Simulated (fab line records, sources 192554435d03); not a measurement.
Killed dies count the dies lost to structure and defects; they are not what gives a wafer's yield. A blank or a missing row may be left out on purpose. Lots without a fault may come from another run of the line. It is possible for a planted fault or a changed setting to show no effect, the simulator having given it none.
fab line records	flow n5-finfet
record lots=7	wafers=21
route steps=1938 shown SDB@373 DUMMY_REMOVAL@377 HKMG_FIN@424 MOL_CONTACT_COAG@519 BEOL_M0_SAQP@637
start-h: hours from the record's first day to the start of the lot's first wafer shown	wait-h: hours from the lot's prior step to this one	" same as the row above	L1.1+2: one row covering several wafers at once	- no value present, or no start provided	* or withheld: withheld	< > ~ a bound
route shown NAME@n: a module of which the file shows steps, and the number in the route of the first	usual: mean and standard deviation over wafers with no fault	same: alike in all rows	chamber/n: place in a boat	sites: each site's reading	_std_site: the values' standard deviation	_edge_site: inner sites' mean taken away from outer sites' mean	radius-mm: for every site, how far away it sits from the centre of the wafer	mask NAME#n: copy n	behind: tool/chamber where the wafer was last shaped	hold: why the lot was held/for how many hours/how that ended	device: whichever transistor did not switch (one of n, p or np)	end of line: at the end of the route, the tests of the same wafers	a step without rows: its recipe alone	killed: dies that structure and defects cost at the first sort, which is not the same as the wafer's yield	map: the dies of a wafer, with x for killed, . for not killed, _ for no die there
set.NAME: setting as actually run; set.NAME@STEP: the setting as run at that earlier step	model.NAME: the simulator's own value behind a step, which no gauge read
lots whose settings were changed on purpose; a table a step, a row a wafer
## steps
# step N5_SDB_ALD_29
# recipe material=SiNx	target-thk-a=300	temp-c=400	ald-precursor-family=SiH2I2	ald-co-reactant=N2/H2-plasma	pulse-time-s=1	ald-cycles=600	purge-time-s=2	co-reactant-purge-time-s=2	pressure-torr=2
lot.wafer	tool	chamber	start-h	wait-h	set.ald-cycles	model.SiNx_of_SDB_ALD_29.thk-nm
L079.2+4+5	ald-sin-02	3,1,1	99.85	0.0	600	30
L083.1	ald-sin-03	1	127.14	0.0	600	30
L083.3	"	2	"	"	626	31.4
L083.5	"	2	128.49	1.4	600	30.2
L084.4+5+6	ald-sin-03	3,2,1	139.26	0.1	600	30
L088.4+6	ald-sin-03	2,1	157.20	0.1	537	26.8
L088.5	"	2	158.55	1.5	600	30.2
L093.2	ald-sin-02	3	185.49	0.0	684	34.2
L093.5+6	"	1,2	186.84	1.4	600	30
L095.2+4	ald-sin-02	1,3	192.70	0.0	600	30
L095.6	"	2	194.05	1.4	600	29.6
L097.1	ald-sin-01	2	208.46	0.0	600	30.2
L097.4	"	3	"	"	566	28.4
L097.6	"	0	209.81	1.4	600	30
# step N5_SDB_CMP_30
# recipe stop-on=poly-Si	t-overpolish-s=1.54	post-cmp-clean=alkaline-brush	down-force-psi=4.1491	platen-rpm=51.796	pad-velocity-m-s=1.0306	target-thk-nm=30
# step N5_DUMMY_REMOVAL_HM_STRIP_01
# recipe chemistry=CH3F/O2	material=SiNx	target-depth-a=40	stop-on=poly-Si	time-s=6.8	over-etch-frac=0.3	ion-energy-ev=60	power-w=410	bias-w=29	Ar_flow_sccm=150	CH3F_flow_sccm=30	O2_flow_sccm=20
lot.wafer	tool	chamber	start-h	wait-h	set.ald-cycles@SDB_ALD_29	model.SiNx_of_SDB_ALD_29.thk-nm
L079.2+4+5	rie-diel-04	1,3,0	103.05	0.1	600	29.4
L083.1	rie-diel-04	2	130.23	0.0	600	29.4
L083.3	"	1	"	"	626	30.8
L083.5	"	1	"	"	600	29.6
L084.4+5+6	rie-diel-02	3,2,1	142.35	0.0	600	29.4
L088.4	rie-diel-05	1	160.50	0.2	537	26.4
L088.5	"	0	"	"	600	29.6
L088.6	"	3	"	"	537	26.2
L093.2	rie-diel-05	1	188.58	0.0	684	30.4
L093.5+6	"	3,0	"	"	600	29.4
L095.2+4	rie-diel-05	1,3	195.79	0.0	600	29.4
L095.6	"	3	"	"	600	29
L097.1	rie-diel-02	3	211.55	0.0	600	29.6
L097.4	"	1	"	"	566	27.8
L097.6	"	3	"	"	600	29.4
# step N5_HKMG_FIN_COAT_06
# recipe resist=CAR-ArF	spin-rpm=1500	resist-thk-nm=90
lot.wafer	tool	chamber	start-h	wait-h	set.spin-rpm	model.CAR-ArF_of_HKMG_FIN_COAT_06.thk-nm
L079.2	litho-track-01	0	-	-	1500	90.2
L079.4	"	0	"	"	1397	93.2
L079.5	"	0	"	"	1397	93.4
L083.1	litho-track-04	0	-	-	1500	90.4
L083.3	"	0	"	"	1500	90
L083.5	"	0	"	"	1559	88.6
L084.4	litho-track-01	0	-	-	1500	90
L084.5+6	"	0	"	"	1500	90.2
L088.4+5	litho-track-05	0	-	-	1387	93.8
L088.6	"	0	"	"	1500	90.2
L093.2	litho-track-01	0	-	-	1550	88.8
L093.5	"	0	"	"	1500	90.4
L093.6	"	0	"	"	1550	88.6
L095.2	litho-track-05	0	-	-	1500	89.6
L095.4	"	0	"	"	1500	89.4
L095.6	"	0	"	"	1448	91.2
L097.1	litho-track-05	0	-	-	1636	86
L097.4	"	0	"	"	1500	89.8
L097.6	"	0	"	"	1500	90
# step N5_HKMG_FIN_DEVELOP_11
# recipe develop-time-s=30	developer=TMAH	resist=CAR-ArF	dev-temp-c=23	rinse-liquid=diw	dry=air-spin
lot.wafer	tool	chamber	start-h	wait-h	set.develop-time-s	set.spin-rpm@HKMG_FIN_COAT_06	model.CAR-ArF_of_HKMG_FIN_COAT_06.thk-nm
L079.2	litho-track-01	0	-	-	34.77	1500	88.4
L079.4	"	0	"	"	34.77	1397	91.2
L079.5	"	0	"	"	30	1397	91.8
L083.1	litho-track-04	0	-	-	30	1500	88.6
L083.3	"	0	"	"	32.56	1500	88.2
L083.5	"	0	"	"	30	1559	87
L084.4+6	litho-track-01	0	-	-	30	1500	88.4
L084.5	"	0	"	"	30	1500	88.6
L088.4	litho-track-04	0	-	-	30	1387	92
L088.5	"	0	"	"	35.18	1387	92
L088.6	"	0	"	"	30	1500	88.4
L093.2	litho-track-04	0	-	-	30	1550	87
L093.5	"	0	"	"	30	1500	88.6
L093.6	"	0	"	"	30	1550	86.8
L095.2	litho-track-05	0	-	-	30	1500	88
L095.4	"	0	"	"	25.16	1500	87.8
L095.6	"	0	"	"	30	1448	89.4
L097.1	litho-track-01	0	-	-	24.83	1636	84.4
L097.4	"	0	"	"	30	1500	88
L097.6	"	0	"	"	30	1500	88.2
# step N5_HKMG_FIN_DESCUM_17
# recipe chemistry=O2	time-s=7.9	source-power-w=50	bias-power-w=20	pressure-mtorr=20	rf-frequency-hz=2.712e+07	temp-c=40	resist=CAR-ArF	o2-flow-sccm=225
lot.wafer	tool	chamber	start-h	wait-h	set.spin-rpm@HKMG_FIN_COAT_06	model.CAR-ArF_of_HKMG_FIN_COAT_06.thk-nm
L079.2	rie-diel-03	0	108.65	0.5	1500	83.4
L079.4	"	0	"	"	1397	86.2
L079.5	"	3	"	"	1397	87
L083.1	rie-diel-06	3	135.18	0.0	1500	83.8
L083.3	"	0	"	"	1500	83.4
L083.5	"	1	"	"	1559	82.2
L084.4	rie-diel-03	0	147.45	0.3	1500	83.4
L084.5	"	1	"	"	1500	83.6
L084.6	"	2	"	"	1500	83.8
L088.4	rie-diel-06	0	165.71	0.2	1387	87.2
L088.5	"	2	"	"	1387	87
L088.6	"	1	"	"	1500	83.8
L093.2	rie-diel-01	0	193.62	0.0	1550	82.4
L093.5	"	1	"	"	1500	83.8
L093.6	"	2	"	"	1550	82
L095.2+4	rie-diel-01	3,2	201.14	0.0	1500	83
L095.6	"	2	"	"	1448	84.6
L097.1	rie-diel-01	1	216.34	0.0	1636	79.6
L097.4	"	2	"	"	1500	83.2
L097.6	"	0	"	"	1500	83.6
# step N5_MOL_CONTACT_COAG_COAT_58
# recipe resist=underlayer	temp-c=205	time-s=60	spin-rpm=1500	resist-thk-nm=10
lot.wafer	tool	chamber	start-h	wait-h	set.spin-rpm	model.underlayer_of_MOL_CONTACT_COAG_COAT_58.thk-nm
L079.2+4+5	litho-track-05	0	-	-	1500	10
L083.1+3	litho-track-03	0	-	-	1500	10
L083.5	"	0	"	"	1644	9.6
L084.4+5+6	litho-track-05	0	-	-	1500	10
L088.4	litho-track-05	0	-	-	1500	10
L088.5	"	0	"	"	1582	9.8
L088.6	"	0	"	"	1582	9.6
L093.2+5+6	litho-track-05	0	-	-	1500	10
L095.2+4+6	litho-track-01	0	-	-	1500	10
L097.1+4+6	litho-track-01	0	-	-	1500	10
# step N5_MOL_CONTACT_COAG_COAT_02
# recipe resist=CAR-EUV	spin-rpm=1500	resist-thk-nm=30
# step N5_MOL_CONTACT_COAG_EBR_04
# recipe solvent=PGMEA	ebr-width-mm=1.5
# step N5_MOL_CONTACT_COAG_DESCUM_13
# recipe chemistry=O2	time-s=7	source-power-w=50	bias-power-w=20	pressure-mtorr=20	rf-frequency-hz=2.712e+07	temp-c=40	resist=CAR-EUV	o2-flow-sccm=225
# step N5_MOL_CONTACT_COAG_ETCH_59
# recipe chemistry=N2/H2	target=underlayer	target-depth-a=130	mask-material=CAR-EUV	time-s=10.4	ion-energy-ev=200	pressure-mtorr=30	source-w=840	bias-w=150	n2-flow-sccm=200	h2-flow-sccm=200	ends=cleared
lot.wafer	tool	chamber	start-h	wait-h	set.spin-rpm@MOL_CONTACT_COAG_COAT_58	model.etch.depth-nm
L079.2	rie-diel-01	3	120.88	0.0	1500	9.928
L079.4	"	1	"	"	1500	9.94
L079.5	"	1	"	"	1500	9.954
L083.1	rie-diel-06	1	149.16	0.0	1500	10.02
L083.3	"	2	"	"	1500	10
L083.5	"	2	"	"	1644	9.548
L084.4	rie-diel-06	1	159.53	0.0	1500	9.953
L084.5	"	0	"	"	1500	9.952
L084.6	"	3	"	"	1500	9.942
L088.4	rie-diel-01	0	178.25	0.0	1500	9.94
L088.5	"	2	"	"	1582	9.746
L088.6	"	3	"	"	1582	9.688
L093.2	rie-diel-03	1	205.53	0.0	1500	10
L093.5	"	1	"	"	1500	10.04
L093.6	"	0	"	"	1500	9.992
L095.2	rie-diel-06	2	213.74	0.0	1500	9.975
L095.4	"	1	"	"	1500	9.96
L095.6	"	3	"	"	1500	9.97
L097.1	rie-diel-03	3	229.92	0.0	1500	10.04
L097.4	"	2	"	"	1500	10.03
L097.6	"	2	"	"	1500	10.02
# step N5_MOL_CONTACT_COAG_PECVD_31
# recipe material=SiO2	target-thk-a=460	temp-c=400	precursor=TEOS/O2	pressure-torr=6.5	rf-w=withheld	teos-flow-sccm=withheld	gas=O2	flow-sccm=2650	time-s=8.9
lot.wafer	tool	chamber	start-h	wait-h	set.temp-c	model.SiO2_of_MOL_CONTACT_COAG_PECVD_31.thk-nm
L079.2	pecvd-01	0	130.46	0.3	400	45.8
L079.4	"	0	"	"	400	45.4
L079.5	"	2	"	"	400	46.4
L083.1	pecvd-01	2	157.42	0.3	400	45.2
L083.3	"	2	"	"	417.3	40.4
L083.5	"	0	"	"	400	46
L084.4	pecvd-03	1	170.09	0.3	400	45.6
L084.5	"	0	"	"	400	46
L084.6	"	2	"	"	400	45.2
L088.4+5	pecvd-03	2,1	191.10	0.3	383.1	51
L088.6	"	0	"	"	400	46.2
L093.2	pecvd-03	0	218.04	0.3	400	45.2
L093.5+6	"	2,0	"	"	400	46
L095.2	pecvd-03	1	225.10	0.3	400	46
L095.4+6	"	1,0	"	"	400	46.6
L097.1	pecvd-03	2	239.78	0.3	409.9	42.2
L097.4	"	2	"	"	400	46
L097.6	"	1	"	"	400	46.2
# step N5_MOL_CONTACT_COAG_COAT_75
# recipe resist=SOC	temp-c=250	time-s=60	spin-rpm=1500	resist-thk-nm=60
# step N5_MOL_CONTACT_COAG_COAT_76
# recipe resist=SiARC	temp-c=220	time-s=60	spin-rpm=1500	resist-thk-nm=10
# step N5_MOL_CONTACT_COAG_ETCHBACK_135
# recipe chemistry=CHF3	target=SiO2	target-depth-a=250	time-s=16.7	ion-energy-ev=200	pressure-mtorr=30	source-w=610	bias-w=170	Ar_flow_sccm=200	CHF3_flow_sccm=50
# step N5_MOL_CONTACT_COAG_STRIP_118
# recipe chemistry=CHF3	resist=SiARC	rf-frequency-hz=6e+07
# step N5_MOL_CONTACT_COAG_VIA_ETCH_46
# recipe chemistry=C4F6/O2	target-depth-a=460	overetch-a=92	mask-material=SOC	target=SiO2	bias-w=455	pressure-mtorr=10	time-s=40	source-w=325	Ar_flow_sccm=300	C4F6_flow_sccm=10	O2_flow_sccm=10	ion-energy-ev=575.3	ends=end-point
lot.wafer	tool	chamber	start-h	wait-h	set.temp-c@MOL_CONTACT_COAG_PECVD_31	model.etch.depth-nm
L079.2	rie-diel-06	3	131.39	0.0	400	45.73
L079.4	"	0	"	"	400	45.48
L079.5	"	2	"	"	400	46.31
L083.1	rie-diel-03	0	158.49	0.0	400	45.28
L083.3	"	2	"	"	417.3	40.45
L083.5	"	3	"	"	400	45.96
L084.4	rie-diel-01	1	171.17	0.0	400	45.57
L084.5	"	3	"	"	400	46.01
L084.6	"	2	"	"	400	45.25
L088.4	rie-diel-06	1	192.53	0.0	383.1	50.97
L088.5	"	0	"	"	383.1	50.91
L088.6	"	3	"	"	400	46.27
L093.2	rie-diel-01	1	219.02	0.0	400	45.29
L093.5	"	1	"	"	400	45.97
L093.6	"	0	"	"	400	46.07
L095.2	rie-diel-01	1	226.08	0.0	400	45.91
L095.4	"	2	"	"	400	46.51
L095.6	"	0	"	"	400	46.55
L097.1	rie-diel-06	0	240.72	0.0	409.9	42.18
L097.4	"	3	"	"	400	45.92
L097.6	"	0	"	"	400	46.24
# step N5_BEOL_M0_SAQP_PECVD_97
# recipe material=SiNx	target-thk-a=230	temp-c=350	precursor=SiH4/NH3/N2	pressure-torr=1.5	rf-w=300	time-s=19.9
lot.wafer	tool	chamber	start-h	wait-h	set.time-s	model.SiNx_of_BEOL_M0_SAQP_PECVD_97.thk-nm
L079.2	pecvd-04	1	139.24	0.0	19.9	22.8
L079.4	"	1	"	"	19.9	23.6
L079.5	"	0	"	"	19.9	23.4
L083.1	pecvd-02	2	165.33	0.0	19.9	23.6
L083.3	"	0	"	"	19.9	23.4
L083.5	"	2	"	"	21.92	26.2
L084.4	pecvd-04	2	178.76	0.0	19.9	23
L084.5	"	1	"	"	19.9	23.4
L084.6	"	0	"	"	19.9	23.2
L088.4	pecvd-02	0	200.80	0.0	18.18	21.6
L088.5	"	1	"	"	18.18	21.2
L088.6	"	2	"	"	18.18	21.4
L093.2	pecvd-02	2	226.14	0.0	19.9	22.8
L093.5	"	2	"	"	19.9	23.2
L093.6	"	0	"	"	19.9	23
L095.2	pecvd-04	2	234.66	0.0	19.9	23
L095.4	"	0	"	"	17.43	20.6
L095.6	"	2	"	"	19.9	23.4
L097.1	pecvd-02	1	247.17	0.0	19.9	22.6
L097.4	"	0	"	"	19.9	23.8
L097.6	"	2	"	"	19.9	23.4
# step N5_BEOL_M0_SAQP_COAT_82
# recipe resist=SiARC	temp-c=220	time-s=60	spin-rpm=1500	resist-thk-nm=30
lot.wafer	tool	chamber	start-h	wait-h	set.time-s
L079.2+5	litho-track-02	0	-	-	60
L079.4	"	0	"	"	69.32
L083.1+3+5	litho-track-02	0	-	-	60
L084.4+5+6	litho-track-02	0	-	-	60
L088.4+6	litho-track-02	0	-	-	60
L088.5	"	0	"	"	66.88
L093.2+5+6	litho-track-02	0	-	-	60
L095.2+4+6	litho-track-05	0	-	-	60
L097.1+4	litho-track-02	0	-	-	60
L097.6	"	0	"	"	68.26
# step N5_BEOL_M0_SAQP_COAT_08
# recipe resist=CAR-ArF	spin-rpm=1500	resist-thk-nm=90
# step N5_BEOL_M0_SAQP_EBR_10
# recipe solvent=PGMEA	ebr-width-mm=1.5
# step N5_BEOL_M0_SAQP_HM_OPEN_112
# recipe chemistry=CHF3/O2	target=SiO2	stop-on=a-Si	target-depth-a=120	over-etch-frac=1.25	mask-material=SOC	time-s=13.5	pressure-mtorr=30	source-w=650	bias-w=170	Ar_flow_sccm=200	CHF3_flow_sccm=50	O2_flow_sccm=5	ion-energy-ev=200	ends=end-point
# step N5_BEOL_M0_SAQP_STRIP_113
# recipe chemistry=CHF3/O2	resist=SiARC	rf-frequency-hz=6e+07
# step N5_BEOL_M0_SAQP_MANDREL_ETCH_20
# recipe target-depth-a=600	chemistry=HBr/Cl2	target=a-Si	stop-on=SiNx	bt-time-s=10	mask-material=SOC	over-etch-frac=0.5	time-s=30	pressure-mtorr=10	icp-w=800	bias-w=75	HBr_flow_sccm=150	Cl2_flow_sccm=80	ends=end-point
lot.wafer	tool	chamber	start-h	wait-h	set.time-s@BEOL_M0_SAQP_PECVD_97	model.SiNx_of_BEOL_M0_SAQP_PECVD_97.thk-nm
L079.2	rie-si-02	3	140.24	0.0	19.9	17.8
L079.4	"	0	"	"	19.9	18.8
L079.5	"	3	"	"	19.9	18.4
L083.1	rie-si-02	0	166.31	0.0	19.9	19
L083.3	"	3	"	"	19.9	18.4
L083.5	"	0	"	"	21.92	21.4
L084.4	rie-si-03	2	180.02	0.0	19.9	18.2
L084.5	"	1	"	"	19.9	18.4
L084.6	"	0	"	"	19.9	18.6
L088.4+6	rie-si-03	3,0	201.76	0.0	18.18	16.8
L088.5	"	3	"	"	18.18	16.2
L093.2	rie-si-06	2	227.15	0.0	19.9	18
L093.5+6	"	0,3	"	"	19.9	18.2
L095.2	rie-si-02	0	235.70	0.0	19.9	18.2
L095.4	"	1	"	"	17.43	15.6
L095.6	"	3	"	"	19.9	18.4
L097.1	rie-si-03	3	248.18	0.0	19.9	17.8
L097.4	"	2	"	"	19.9	19
L097.6	"	3	"	"	19.9	18.4
# step N5_BEOL_M0_SAQP_STRIP_86
# recipe chemistry=N2/H2	power-w=500	temp-c=40	pressure-mtorr=50	rf-frequency-hz=6e+07	overash-fraction=0.3	bias-power-w=28	h2-frac=0.5	n2-flow-sccm=300	h2-flow-sccm=300
# step N5_BEOL_M0_SAQP_STRIP_115
# recipe chemistry=post-etch-residue-remover	time-s=60	temp-c=25	remover-ph=withheld	remover-water-wt-pct=withheld	remover-fluoride-wt-pct=withheld
# step N5_BEOL_M0_SAQP_RECESS_104
# recipe chemistry=HF/NH3	target=SiO2	target-depth-a=180	afs-cycles=3	temp-c=30	sublimation-temp-c=180	sublimation-time-s=60
# step N5_BEOL_M0_SAQP_COAT_105
# recipe resist=SOC	temp-c=250	time-s=60	spin-rpm=1500	resist-thk-nm=100
# step N5_BEOL_M0_SAQP_ETCH_106
# recipe chemistry=N2/H2	target=SOC	target-depth-a=1500	stop-on=SiNx	ion-energy-ev=100	bias-w=61	pressure-mtorr=30	source-w=850	n2-flow-sccm=200	h2-flow-sccm=200
lot.wafer	tool	chamber	start-h	wait-h	set.time-s@BEOL_M0_SAQP_PECVD_97	model.SiNx_of_BEOL_M0_SAQP_PECVD_97.thk-nm
L079.2	rie-diel-05	3	144.59	-	19.9	14.8
L079.4	"	1	"	"	19.9	16
L079.5	"	2	"	"	19.9	15.4
L083.1	rie-diel-04	0	168.46	-	19.9	16
L083.3	"	3	"	"	19.9	15.4
L083.5	"	1	"	"	21.92	18.4
L084.4	rie-diel-02	0	182.68	-	19.9	15.4
L084.5+6	"	0,3	"	"	19.9	15.6
L088.4+6	rie-diel-05	1,3	203.87	-	18.18	13.8
L088.5	"	2	"	"	18.18	13.2
L093.2+5+6	rie-diel-02	0,3,0	229.16	-	19.9	15.2
L095.2	rie-diel-05	0	240.28	-	19.9	15.4
L095.4	"	1	"	"	17.43	12.6
L095.6	"	0	"	"	19.9	15.6
L097.1	rie-diel-02	1	250.24	-	19.9	14.8
L097.4	"	0	"	"	19.9	16
L097.6	"	1	"	"	19.9	15.6
# step N5_BEOL_M0_SAQP_SPACER2_ALD_26
# recipe material=SiO2	target-thk-a=150	temp-c=300	ald-precursor-family=BDEAS	ald-co-reactant=O2-plasma	pulse-time-s=1	purge-time-s=2	co-reactant-purge-time-s=2	pressure-torr=2
lot.wafer	tool	chamber	start-h	wait-h	set.target-thk-a	model.SiO2_of_BEOL_M0_SAQP_SPACER2_ALD_26.thk-nm
L079.2	ald-sin-04	3	146.18	1.4	166.8	16.8
L079.4	"	1	"	"	166.8	16.6
L079.5	"	1	"	"	150	15
L083.1	ald-sin-03	3	168.88	0.1	150	15
L083.3	"	2	"	"	134.2	13.4
L083.5	"	3	"	"	150	14.8
L084.4+5+6	ald-sin-02	2,3,1	183.31	0.4	150	15
L088.4	ald-sin-02	0	204.15	0.1	150	15
L088.5	"	2	"	"	155.8	15.6
L088.6	"	3	"	"	150	15.2
L093.2+6	ald-sin-04	2,1	229.47	0.1	150	15
L093.5	"	0	"	"	150	14.8
L095.2	ald-sin-03	1	241.35	0.5	150	15
L095.4+6	"	0,2	"	"	137.4	13.8
L097.1+4+6	ald-sin-03	3,2,1	250.54	0.1	150	15
## key
split step=N5_SDB_ALD_29	setting=ald-cycles	stated=600	by=wafer
response step=N5_SDB_ALD_29	reading=model.SiNx_of_SDB_ALD_29.thk-nm	change=+0.307	per=1%	r=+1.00
response step=N5_DUMMY_REMOVAL_HM_STRIP_01	reading=model.SiNx_of_SDB_ALD_29.thk-nm	shape=bent	at-lowest=26.3	at-stated=29.41	at-highest=30.4
split step=N5_HKMG_FIN_COAT_06	setting=spin-rpm	stated=1500	by=wafer
response step=N5_HKMG_FIN_COAT_06	reading=model.CAR-ArF_of_HKMG_FIN_COAT_06.thk-nm	change=-0.452	per=1%	r=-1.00
response step=N5_HKMG_FIN_DEVELOP_11	reading=model.CAR-ArF_of_HKMG_FIN_COAT_06.thk-nm	change=-0.438	per=1%	r=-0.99
response step=N5_HKMG_FIN_DESCUM_17	reading=model.CAR-ArF_of_HKMG_FIN_COAT_06.thk-nm	change=-0.435	per=1%	r=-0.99
split step=N5_HKMG_FIN_DEVELOP_11	setting=develop-time-s	stated=30	by=wafer
response none clear
split step=N5_MOL_CONTACT_COAG_COAT_58	setting=spin-rpm	stated=1500	by=wafer
response step=N5_MOL_CONTACT_COAG_COAT_58	reading=model.underlayer_of_MOL_CONTACT_COAG_COAT_58.thk-nm	change=-0.0449	per=1%	r=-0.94
response step=N5_MOL_CONTACT_COAG_ETCH_59	reading=model.etch.depth-nm	change=-0.0463	per=1%	r=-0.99
split step=N5_MOL_CONTACT_COAG_PECVD_31	setting=temp-c	stated=400	by=wafer
response step=N5_MOL_CONTACT_COAG_PECVD_31	reading=model.SiO2_of_MOL_CONTACT_COAG_PECVD_31.thk-nm	change=-1.23	per=1%	r=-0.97
response step=N5_MOL_CONTACT_COAG_VIA_ETCH_46	reading=model.etch.depth-nm	change=-1.21	per=1%	r=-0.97
split step=N5_BEOL_M0_SAQP_PECVD_97	setting=time-s	stated=19.9	by=wafer
response step=N5_BEOL_M0_SAQP_PECVD_97	reading=model.SiNx_of_BEOL_M0_SAQP_PECVD_97.thk-nm	change=+0.232	per=1%	r=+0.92
response step=N5_BEOL_M0_SAQP_MANDREL_ETCH_20	reading=model.SiNx_of_BEOL_M0_SAQP_PECVD_97.thk-nm	change=+0.237	per=1%	r=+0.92
response step=N5_BEOL_M0_SAQP_ETCH_106	reading=model.SiNx_of_BEOL_M0_SAQP_PECVD_97.thk-nm	change=+0.247	per=1%	r=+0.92
split step=N5_BEOL_M0_SAQP_COAT_82	setting=time-s	stated=60	by=wafer
response none clear
split step=N5_BEOL_M0_SAQP_SPACER2_ALD_26	setting=target-thk-a	stated=150	by=wafer
response step=N5_BEOL_M0_SAQP_SPACER2_ALD_26	reading=model.SiO2_of_BEOL_M0_SAQP_SPACER2_ALD_26.thk-nm	change=+0.146	per=1%	r=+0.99
